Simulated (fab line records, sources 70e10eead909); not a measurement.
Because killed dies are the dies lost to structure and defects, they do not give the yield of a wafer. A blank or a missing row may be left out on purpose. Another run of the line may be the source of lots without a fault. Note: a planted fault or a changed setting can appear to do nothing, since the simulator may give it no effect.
A lot that was struck, set against a sound lot	flow nand harc	14 steps out of a route of 1159
Sound: the wafers L894.1, L894.5, L894.6. Wafers struck: L899.2, L899.3, L899.4. The cause comes at the end.
Each step with rows lists, per side, the tool, then ch with its chambers, then its first start. Under that, the readings that differ: sound wafers	struck wafers	difference of the means	sigmas: that difference in standard deviations of wafers without a fault.
alike: a reading whose means differ by less than 2 such deviations, as well as words and numbers matching on both sides. not compared: withheld readings; readings where some wafer has no value; bounds like >300 that might hide an equal value; numbers whose values overlap and for which the record gives no deviation.
A row with sigmas, a row that says differs or no value, or rows on one side alone: a step with any of these is where the two part. Non-overlapping numbers with no deviation appear without sigmas and do not part them. A reading missing from all wafers of one side parts the sides only when that side holds two or more wafers.

first, 9 steps without rows for these wafers: NHARC_A_STAIRCASE_DEHYDRATE_176 (time 120 s); NHARC_A_STAIRCASE_HMDS_177 (time 30 s); NHARC_A_STAIRCASE_COAT_178; NHARC_A_STAIRCASE_SOFTBAKE_179 (time 170 s); NHARC_A_STAIRCASE_EBR_180; NHARC_A_STAIRCASE_EXPOSE_181 (exposes mask STAIR 2); NHARC_A_STAIRCASE_PEB_182 (peb time 130 s); NHARC_A_STAIRCASE_DEVELOP_183 (time 140 s); NHARC_A_STAIRCASE_HARDBAKE_185 (time 140 s).
NHARC_A_STAIRCASE_DESCUM_186: chemistry O2, time 3 s.
  sound on rie diel-02 ch 0,3, day 11 11:47; struck on rie diel-02 ch 0,1,2, day 13 01:38
  alike: drypump motor current A, oes product au, rf vpp V, showerhead plenum p Torr, throttle valve pct
  not compared: rf hours counter h
NHARC_A_STAIRCASE_TRIM_187: chemistry O2, time 211.2 s.
  sound on rie diel-02 ch 1,2,3, day 11 11:54; struck on rie diel-02 ch 1,2,3, day 13 01:43
  alike: drypump motor current A, oes product au, rf vpp V, showerhead plenum p Torr, throttle valve pct
  not compared: rf hours counter h
NHARC_A_STAIRCASE_ETCH_188: etches the open film in C4F8/O2, target depth 100 nm, time 40.5 s.
  sound on rie diel-02 ch 0,1,2, day 11 12:02; struck on rie diel-02 ch 0,2,3, day 13 01:52
reading	sound	struck	difference	sigmas
oes product au (a.u.)	0.948 0.938 0.927	1.111 1.117 1.109	+0.175	+12
  alike: rf vpp V
  not compared: rf hours counter h
NHARC_A_STAIRCASE_TRIM_189: chemistry O2, time 211.2 s.
  sound on rie diel-02 ch 2,3; struck on rie diel-02 ch 1,2,3
  alike: drypump motor current A, oes product au, rf vpp V, showerhead plenum p Torr, throttle valve pct
  not compared: rf hours counter h
-- the record jumps here: 8 days lie between the struck wafers' starts before and after (it left off in module A_STAIRCASE and takes up again in module END, whose first step shown is number 1159 of the route) --
NHARC_END_SORT_01:
  sound on prober-01 ch 0, day 19 12:32; struck on prober-01 ch 0, day 21 02:32
reading	sound	struck	difference	sigmas
killed at array	23 27 25	665 662 657	+636	+70
killed dies	28 33 29	669 672 659	+637	+69
  alike: killed at other, killed at periphery, killed open, killed short

== WHERE THEY PART ==
Last at NHARC_END_SORT_01 as far as this record goes, first at NHARC_A_STAIRCASE_ETCH_188.

WHY: what had been put in by the simulator
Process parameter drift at NHARC_A_STAIRCASE_ETCH_188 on rie diel-02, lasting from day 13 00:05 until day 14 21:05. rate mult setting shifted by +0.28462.
